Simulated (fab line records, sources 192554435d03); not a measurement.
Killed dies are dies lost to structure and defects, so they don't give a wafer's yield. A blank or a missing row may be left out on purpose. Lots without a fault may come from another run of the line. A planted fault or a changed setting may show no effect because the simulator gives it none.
Which tool did it? | flow n5_finfet | 12 lots, 36 wafers sampled, at 4 steps of a route of 1938

WHAT THE GAUGES READ, wafer by wafer
The record holds no reading of a measuring or inspecting step that can be judged against a usual standard deviation.

WHICH TOOL RAN EACH LOT (tool, then ch and the chambers of the sampled wafers, then the start)
lot  | N5_ILD0_CMP_03                | N5_PASSIVATION_DESCUM_12           | N5_PASSIVATION_DEGAS_18      | N5_PASSIVATION_PROBE_49
L470 | cmp-04 ch 0,2,3, day 3 13:55  | rie_diel-06 ch 0,1,2, day 13 15:52 | pvd_sputter-03, day 13 17:07 | -
L471 | cmp-04 ch 0,2,3, day 3 20:07  | rie_diel-05 ch 0,1, day 14 05:28   | pvd_sputter-03, day 14 06:18 | -
L472 | cmp-04 ch 0,1,2, day 4 04:17  | rie_diel-06 ch 1,2, day 14 05:38   | pvd_sputter-02, day 14 06:29 | -
L473 | cmp-04 ch 1,2, day 4 09:16    | rie_diel-02 ch 0,2,3, day 15 00:25 | pvd_sputter-02, day 15 01:16 | prober-01, day 15 09:11
L474 | cmp-04 ch 1,2, day 4 12:00    | rie_diel-05 ch 0,1,2, day 14 19:15 | pvd_sputter-01, day 14 20:38 | prober-01, day 15 03:07
L485 | cmp-01 ch 0,1,2, day 7 09:40  | rie_diel-05 ch 2,3, day 16 14:04   | pvd_sputter-03, day 16 14:40 | -
L484 | cmp-04 ch 0,2,3, day 7 10:01  | rie_diel-05 ch 0,2,3, day 17 06:47 | pvd_sputter-01, day 17 07:56 | -
L486 | cmp-02 ch 1,2, day 7 14:57    | rie_diel-02 ch 0,1, day 17 19:42   | pvd_sputter-03, day 17 20:17 | -
L487 | cmp-04 ch 1,2,3, day 7 22:01  | rie_diel-06 ch 0,2,3, day 17 22:17 | pvd_sputter-02, day 17 23:08 | -
L491 | cmp-04 ch 0,1,3, day 8 21:15  | rie_diel-05 ch 0,2, day 19 03:32   | pvd_sputter-02, day 19 04:50 | -
L492 | cmp-02 ch 1,2,3, day 9 03:25  | rie_diel-02 ch 0,3, day 19 03:27   | pvd_sputter-02, day 19 04:22 | -
L493 | cmp-02 ch 0,1,2, day 10 02:49 | rie_diel-06 ch 0,1, day 20 05:32   | pvd_sputter-01, day 20 06:44 | -
- N5_ILD0_CMP_03: polishes, stops on SiNx, t overpolish 1.9 s, target thk 197.38 nm.
- N5_PASSIVATION_DESCUM_12: chemistry O2, time 7.9 s.
- N5_PASSIVATION_DEGAS_18: time 60 s.
- N5_PASSIVATION_PROBE_49

WHAT THE TOOLS THEMSELVES READ (means of the sampled wafers that have a number; where no wafer has one, the mark that the record gives instead)
N5_ILD0_CMP_03.
lot  | tool   | head_pressure_psi (psi) | motor_current_A (A) | overpolish_run_s (s) | slurry_filter_dp_kPa (kPa) | time_to_endpoint_s (s)
L470 | cmp-04 | 4.149                   | 11.0                | 1.892                | 13.49                      | 64.0
L471 | cmp-04 | 4.152                   | 11.2                | 1.906                | 13.47                      | 69.7
L472 | cmp-04 | 4.154                   | 11.4                | 1.906                | 13.59                      | 67.9
L473 | cmp-04 | 4.153                   | 12.7                | 1.896                | 13.49                      | 64.7
L474 | cmp-04 | 4.153                   | 12.9                | 1.899                | 13.50                      | 65.1
L485 | cmp-01 | 4.152                   | 11.7                | 1.899                | 13.40                      | 71.1
L484 | cmp-04 | 4.148                   | 11.3                | 1.898                | 13.51                      | 72.8
L486 | cmp-02 | 4.148                   | 12.9                | 1.904                | 13.53                      | 70.4
L487 | cmp-04 | 4.147                   | 12.3                | 1.900                | 13.57                      | 66.9
L491 | cmp-04 | 4.151                   | 12.0                | 1.899                | 13.60                      | 67.6
L492 | cmp-02 | 4.144                   | 12.8                | 1.905                | 13.59                      | 68.5
L493 | cmp-02 | 4.145                   | 12.9                | 1.904                | 13.55                      | 68.5

N5_PASSIVATION_DESCUM_12.
lot  | tool        | drypump_motor_current_A (A) | oes_product_au (a.u.) | rf_vpp_V (V) | showerhead_plenum_p_Torr (Torr) | throttle_valve_pct (%)
L470 | rie_diel-06 | 6.0                         | 0.90                  | 242.5        | 2.05                            | 20.23
L471 | rie_diel-05 | 5.7                         | 0.72                  | 243.1        | 2.11                            | 20.25
L472 | rie_diel-06 | 5.7                         | 0.82                  | 242.9        | 2.03                            | 20.45
L473 | rie_diel-02 | 5.5                         | 0.77                  | 242.1        | 2.08                            | 20.29
L474 | rie_diel-05 | 5.4                         | 0.77                  | 243.6        | 2.09                            | 20.25
L485 | rie_diel-05 | 5.5                         | 0.79                  | 244.1        | 2.07                            | 20.28
L484 | rie_diel-05 | 5.4                         | 0.75                  | 243.7        | 2.12                            | 20.29
L486 | rie_diel-02 | 6.2                         | 0.79                  | 244.0        | 2.17                            | 20.37
L487 | rie_diel-06 | 6.2                         | 0.84                  | 242.5        | 2.04                            | 20.35
L491 | rie_diel-05 | 5.1                         | 0.75                  | 242.7        | 2.11                            | 20.32
L492 | rie_diel-02 | 5.4                         | 0.75                  | 242.5        | 2.07                            | 20.17
L493 | rie_diel-06 | 5.5                         | 0.78                  | 242.1        | 2.02                            | 20.34

N5_PASSIVATION_DEGAS_18.
lot  | tool           | heater_power_w (W) | susceptor_temp_C (C)
L470 | pvd_sputter-03 | 440                | 300.10
L471 | pvd_sputter-03 | 461                | 299.94
L472 | pvd_sputter-02 | 480                | 299.83
L473 | pvd_sputter-02 | 471                | 300.22
L474 | pvd_sputter-01 | 452                | 299.92
L485 | pvd_sputter-03 | 429                | 299.94
L484 | pvd_sputter-01 | 442                | 299.91
L486 | pvd_sputter-03 | 438                | 300.05
L487 | pvd_sputter-02 | 475                | 300.13
L491 | pvd_sputter-02 | 472                | 300.07
L492 | pvd_sputter-02 | 486                | 300.07
L493 | pvd_sputter-01 | 437                | 299.93

N5_PASSIVATION_PROBE_49.
lot  | tool      | killed_at_M0_to_M3 | killed_at_M4_up | killed_at_contacts | killed_at_front_end | killed_at_other | killed_dies | killed_on_rim | killed_open | killed_short
L473 | prober-01 | 23                 | 8               | 8                  | 444                 | 3               | 487         | 66            | 44          | 22
L474 | prober-01 | 21                 | 7               | 5                  | 448                 | 2               | 483         | 60            | 42          | 26

THE ANSWER, worked out from the rows above alone
Rule: what is usual is taken from the lots themselves. Put in order of their means at a reading, lots are off if they are a third of the lots or fewer, leave a main group of 4 or more, and stand apart from it by a gap of 3 or more times the standard deviation of the main group's means; of several such gaps the widest counts. A main group whose means are all the same, to the digits that the tables above print for the reading, isn't used. A lot without any number at a reading at which 4 lots or more have one is off too. The other lots that the step has rows for count as sound. The gauges are gone through in route order, then the tools' own readings, and for those a lot's mean is taken as printed above. The first step at which some lot is off is used, and at that step the reading that is off furthest; a lot without a number counts as furthest.
No lot is off at any reading shown: from this, nothing can be told.

WHAT THE SIMULATOR HAD PUT IN
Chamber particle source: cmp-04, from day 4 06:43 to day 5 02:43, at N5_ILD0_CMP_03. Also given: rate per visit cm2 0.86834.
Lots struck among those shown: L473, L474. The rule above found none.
